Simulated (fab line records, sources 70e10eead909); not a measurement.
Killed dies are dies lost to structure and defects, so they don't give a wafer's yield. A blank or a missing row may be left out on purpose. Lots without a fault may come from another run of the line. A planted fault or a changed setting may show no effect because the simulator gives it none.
A struck lot beside a sound one | flow nand_harc | 15 steps out of a route of 1302
Sound: wafers L362.1, L362.2, L362.3. Struck: wafer L353.1. (L353.3 of the same lot was not struck and is left out.) The cause comes at the end.
At each step with rows: each side's tool, then ch and its chambers, then its first start. Under that, the readings that differ: sound wafers | struck wafers | difference of the means | sigmas: that difference in standard deviations of wafers without a fault.
alike: readings whose means differ by less than 2 such deviations, and words and numbers that are the same on both sides. not compared: withheld readings, readings that some wafer has no value for, bounds like >300 that may hide the same value, and numbers for which the record gives no deviation and whose values overlap.
The two part at a step that has a row with sigmas, a row that says differs or no value, or rows on one side only. Numbers that don't overlap but have no deviation are shown without sigmas and don't part them. A reading that every wafer of one side lacks parts them only if that side has two wafers or more.

first, 1 step without rows for these wafers: NHARC_A_ONON_D1_DEP_03 (target thk 1000 nm).
NHARC_A_ONON_D1_THK_MEAS_05: measures by ellipsometry.
  sound on film_metro-01, day 16 06:16; struck on film_metro-01, day 12 20:44
  alike: thk_nm
then, 1 step without rows for these wafers: NHARC_A_ONON_D1_DEP_06 (target thk 1000 nm).
NHARC_A_ONON_D1_THK_MEAS_08: measures by ellipsometry.
  sound on film_metro-02, day 16 06:50; struck on film_metro-01, day 12 21:19
  alike: thk_nm
then, 1 step without rows for these wafers: NHARC_A_ONON_D1_DEP_09 (target thk 1000 nm).
NHARC_A_ONON_D1_THK_MEAS_11: measures by ellipsometry.
  sound on film_metro-02, day 16 07:25; struck on film_metro-02, day 12 21:52
  alike: thk_nm
then, 1 step without rows for these wafers: NHARC_A_ONON_D1_DEP_12 (target thk 1000 nm).
NHARC_A_ONON_D1_THK_MEAS_14: measures by ellipsometry.
  sound on film_metro-02, day 16 07:59; struck on film_metro-02, day 12 22:26
  alike: thk_nm
then, 2 steps without rows for these wafers: NHARC_A_ONON_D1_ANNEAL_15 (time 3600 s); NHARC_A_ONON_D1_DEP_16 (target thk 1000 nm).
NHARC_A_ONON_D1_THK_MEAS_18: measures by ellipsometry.
  sound on film_metro-01, day 16 16:13; struck on film_metro-02, day 13 07:01
  alike: thk_nm
NHARC_A_ONON_D1_DEP_19: target thk 1000 nm.
  sound on pecvd_onon-04 ch 0, day 16 16:16; struck on pecvd_onon-04 ch 0, day 13 07:04
  alike: n2_flow_sccm
NHARC_A_ONON_D1_THK_MEAS_21: measures by ellipsometry.
  sound on film_metro-01, day 16 16:47; struck on film_metro-02, day 13 07:37
  reading     | sound          | struck | difference | sigmas
  thk_nm (nm) | 1010 1010 1012 | 892    | -119       | -12
then, 1 step without rows for these wafers: NHARC_A_ONON_D1_DEP_22 (target thk 1000 nm).
-- the record jumps here: 16 days lie between the struck wafers' starts before and after (it left off in module A_ONON_D1 and takes up again in module END, whose first step shown is number 1302 of the route) --
NHARC_END_SORT_01:
  the record has rows for the struck wafers here (prober-01 ch 0, day 29 09:42) and none for the sound ones

WHERE THEY PART
First at NHARC_A_ONON_D1_THK_MEAS_21; last, within this record, at NHARC_END_SORT_01.

WHY: what the simulator had put in
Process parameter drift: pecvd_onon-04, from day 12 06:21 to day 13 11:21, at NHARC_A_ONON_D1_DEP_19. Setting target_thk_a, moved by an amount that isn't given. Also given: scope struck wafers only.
